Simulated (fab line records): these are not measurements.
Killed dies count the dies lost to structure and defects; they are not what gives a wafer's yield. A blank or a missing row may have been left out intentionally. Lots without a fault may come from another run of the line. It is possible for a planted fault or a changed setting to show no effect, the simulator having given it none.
Chamber matching | flow n5Finfet | N5_BEOL_M7_CMP_52 on cmp-02 has 4 sister chambers
The step polishes, stops on SiCOH lowk, t overpolish 6.9 s, target thk 80 nm. 8 wafers are shown with their chamber, then 12 later ones without.

WAFERS, EACH WITH ITS CHAMBER
wafer  | chamber | motorCurrentA (A) | timeToEndpointS (s)
L085.3 | 0       | 6.3               | 62
L090.6 | 1       | 7.4               | 66
L089.1 | 3       | 6.0               | 66
L089.5 | 1       | 7.3               | 66
L089.6 | 2       | 6.2               | 55
L093.1 | 3       | 5.7               | 66
L093.3 | 2       | 6.3               | 58
L093.4 | 0       | 6.2               | 63

WAFERS WITH NO CHAMBER GIVEN
wafer  | motorCurrentA (A) | timeToEndpointS (s)
L092.1 | 6.3               | 60
L092.2 | 7.0               | 68
L092.3 | 6.5               | 65
L091.1 | 7.1               | 65
L091.2 | 6.3               | 61
L091.4 | 6.0               | 64
L096.3 | 7.4               | 64
L096.5 | 5.9               | 57
L096.6 | 6.1               | 64
L095.2 | 6.3               | 64
L095.5 | 6.3               | 58
L095.6 | 7.2               | 66

CHAMBER TAKEN BY EACH
wafer  | from the rows above     | in truth
L092.1 | can't be placed: 0 or 2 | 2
L092.2 | 1                       | 1
L092.3 | 0                       | 0
L091.1 | 1                       | 1
L091.2 | 0                       | 0
L091.4 | can't be placed: 3 or 0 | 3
L096.3 | 1                       | 1
L096.5 | 2                       | 2
L096.6 | can't be placed: 0 or 3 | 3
L095.2 | 0                       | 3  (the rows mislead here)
L095.5 | 2                       | 2
L095.6 | 1                       | 1
Placed correctly: 8 of 12. Cannot be placed on the basis of these rows: 3; the candidates contain the true chamber in 3. Placed wrongly: 1.
How it was worked out, from the rows above alone: a wafer's distance from a chamber is the root of the sum, over the readings, of the square of ((its reading less the chamber's mean) divided by the reading's scatter). If the next closest chamber is less than 2 further off than the closest, the wafer can't be placed; otherwise it belongs to the closest. A chamber's mean is the mean of its shown wafers. The scatter is the square root of a quotient: the sum, over the shown wafers, of each reading's squared deviation from its chamber's mean, divided by wafers minus chambers.
